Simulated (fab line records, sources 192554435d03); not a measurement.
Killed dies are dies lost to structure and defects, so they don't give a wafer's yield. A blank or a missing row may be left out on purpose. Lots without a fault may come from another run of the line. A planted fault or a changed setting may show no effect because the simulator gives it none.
Problem report in the 8D (eight disciplines) form, filled by code | flow n5_finfet | the parts of the form that need people (team, actions taken, sign-off) are left out

1. THE PROBLEM
spin_speed_rpm at N5_SD_EPI_P_COAT_35 reads a mean of 1542.4 rpm on 6 wafers of 2 lots; wafers without a fault read 1499.8 rpm with a standard deviation of 1.3. That is +33 standard deviations from the usual mean.
The step: time 60 s, resist thk 35 nm.
First seen on wafer L938.2, day 6 16:29, on litho_track-05. The record holds 18 wafers of 6 lots with a number at this step. Rule for "out", or "out of limits": more than 4 standard deviations from the usual mean. The other wafers with a number count as sound.

2. WHAT IT IS AND WHAT IT IS NOT
question                    | is                     | is not
which readings at this step | spin_speed_rpm         | -
which lots                  | L938, L939             | L929, L930, L946, L947
which wafers of those lots  | all that have a number | -
read on which tools         | litho_track-05         | litho_track-01
when                        | from day 6 16:29       | up to then (6 sound wafers); but 6 sound wafers of L946, L947 came after

3. SUSPECTS, AND WHAT RULES EACH OUT
Counting: a tool at a process step up to the reading stays a suspect if it ran every lot that is out and no sound lot after the first of them.
- litho_track-05 at N5_SD_EPI_P_COAT_35 (time 60 s, resist thk 35 nm): kept. It ran every lot that is out, first L938 (day 6 16:29), and no sound lot after that; its last sound lot up to then is L929 (day 4 10:40). Its own readings are out on those wafers: spin_speed_rpm.
Left after counting: litho_track-05 at N5_SD_EPI_P_COAT_35.

4. THE CAUSE (what the simulator had put in)
Process parameter drift: litho_track-05, from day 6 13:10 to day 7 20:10, at N5_SD_EPI_P_COAT_35. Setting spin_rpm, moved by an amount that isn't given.
Counting left only this tool.

5. THE CHAIN OF EFFECTS, in route order
Each row: a reading whose mean over the struck wafers that have a number lies more than 3 standard deviations from the usual. Only readings for which the record gives a usual standard deviation are gone through. hours: the time from each lot's start at the first step in this table that gives one to its start at this step, as a median over the lots. sigmas: the change in usual standard deviations.
hours | step                | reading        | usual      | on struck wafers | change | sigmas
0     | N5_SD_EPI_P_COAT_35 | spin_speed_rpm | 1499.8 rpm | 1542.4           | +42.6  | +33
The process steps in it:
- N5_SD_EPI_P_COAT_35: time 60 s, resist thk 35 nm.
Later measuring or inspecting steps at which every struck wafer that the step has a row for has a number for every such reading, and none has moved that far: N5_SD_EPI_P_CD_MEAS_09, N5_SD_EPI_P_OVL_MEAS_10, N5_SD_EPI_P_INSPECT_11.

6. WHAT WOULD HAVE CAUGHT IT SOONER
In this record the first reading out of limits was taken at day 6 16:29, 3 hours after the fault began at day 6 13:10.
